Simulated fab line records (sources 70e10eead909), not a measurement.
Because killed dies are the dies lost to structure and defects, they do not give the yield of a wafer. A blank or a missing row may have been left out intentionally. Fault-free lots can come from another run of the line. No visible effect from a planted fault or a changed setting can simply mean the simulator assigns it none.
Struck lot and sound lot, side by side / flow nand harc / 15 steps out of a route of 1159
Sound: these wafers, L882.2, L882.3, L882.5. Wafers L899.1, L899.5, L899.6 were the ones struck. At the end, the cause is stated.
Per side, at each step with rows, come the tool, then ch with its chambers, and then its first start. Under that, the readings that differ: sound wafers / struck wafers / difference of the means / sigmas: that difference in standard deviations of wafers without a fault.
alike: words and numbers the same on both sides, and readings whose means are apart by under 2 such deviations; not compared: readings that were withheld, readings missing a value for some wafer, numbers with overlapping values and no deviation given by the record, and bounds like >300 which may hide the same value.
Wherever a step has rows on one side only, a row that says differs or no value, or a row with sigmas, the two part there. Numbers that have no deviation but don't overlap get no sigmas and don't part them. Lack of a reading on every wafer of one side parts them only where that side has two or more wafers.

first, 7 steps without rows for these wafers: NHARC_A_BONDPAD_COAT_33 (time 65 s); NHARC_A_BONDPAD_COAT_03 (resist thk 600 nm); NHARC_A_BONDPAD_SOFTBAKE_04 (time 70 s); NHARC_A_BONDPAD_EBR_05; NHARC_A_BONDPAD_EXPOSE_06 (exposes mask A BPAD); NHARC_A_BONDPAD_PEB_07 (peb time 80 s); NHARC_A_BONDPAD_DEVELOP_08 (time 50 s).
NHARC_A_BONDPAD_CD_MEAS_09: target cd 500 nm.
  sound on cd sem-01 ch 0, day 18 06:32; struck on cd sem-02 ch 0, day 22 18:41
  alike: cd nm
NHARC_A_BONDPAD_OVL_MEAS_35:
  sound: overlay-02 at day 18 06:38; struck: overlay-01 at day 22 18:46
  alike: overlay x nm, overlay y nm
then, 1 step without rows for these wafers: NHARC_A_BONDPAD_HARDBAKE_10 (time 65 s).
NHARC_A_BONDPAD_DESCUM_11: chemistry O2, time 3 s.
  sound on rie diel-10 ch 0,3, day 18 06:45; struck on rie diel-10 ch 2,3, day 22 18:54
  alike: chamber pressure mTorr, drypump motor current A, oes product au, rf vpp V, showerhead plenum p Torr, throttle valve pct
  not compared: rf hours counter h
NHARC_A_BONDPAD_ETCH_34: etches the open film in N2/H2, target depth 60 nm, overetch 18 nm, time 65.91 s.
  sound on rie diel-10 ch 1,2, day 18 06:57; struck on rie diel-10 ch 0,3, day 22 18:59
reading=chamber pressure mTorr (mTorr); sound=29.949 29.975 29.963; struck=30.054 30.006 30.032; difference=+0.068; sigmas=+3
  alike: bias w, drypump motor current A, oes product au, rf fwd power W, rf vpp V, showerhead plenum p Torr, throttle valve pct
  not compared: rf hours counter h
NHARC_A_BONDPAD_ETCH_12: etches the open film in CHF3/O2, target depth 220 nm, time 110 s.
  sound on rie diel-10 ch 0,1,3, day 18 07:06; struck on rie diel-10 ch 0,2,3, day 22 19:05
reading=oes product au (a.u.); sound=0.932 0.957 0.953; struck=1.161 1.141 1.132; difference=+0.197; sigmas=+8
reading=rf fwd power W (W); sound=496.0 496.8 495.8; struck=694.7 695.0 697.5; difference=+199.5; sigmas=+99 or more
  alike: bias w, chamber pressure mTorr, drypump motor current A, rf vpp V, showerhead plenum p Torr, throttle valve pct
  not compared: rf hours counter h
NHARC_A_BONDPAD_CD_MEAS_13:
  sound: cd sem-03 at day 18 07:13; struck: cd sem-03 at day 22 19:13
  alike: cd nm
NHARC_END_SORT_01:
  at this point the record logs the struck wafers (prober-02 ch 0, day 24 05:36) and has no rows for the sound ones

== WHERE THEY PART ==
First at NHARC_A_BONDPAD_ETCH_34; last, within this record, at NHARC_END_SORT_01.

WHY: whatever the simulator had introduced
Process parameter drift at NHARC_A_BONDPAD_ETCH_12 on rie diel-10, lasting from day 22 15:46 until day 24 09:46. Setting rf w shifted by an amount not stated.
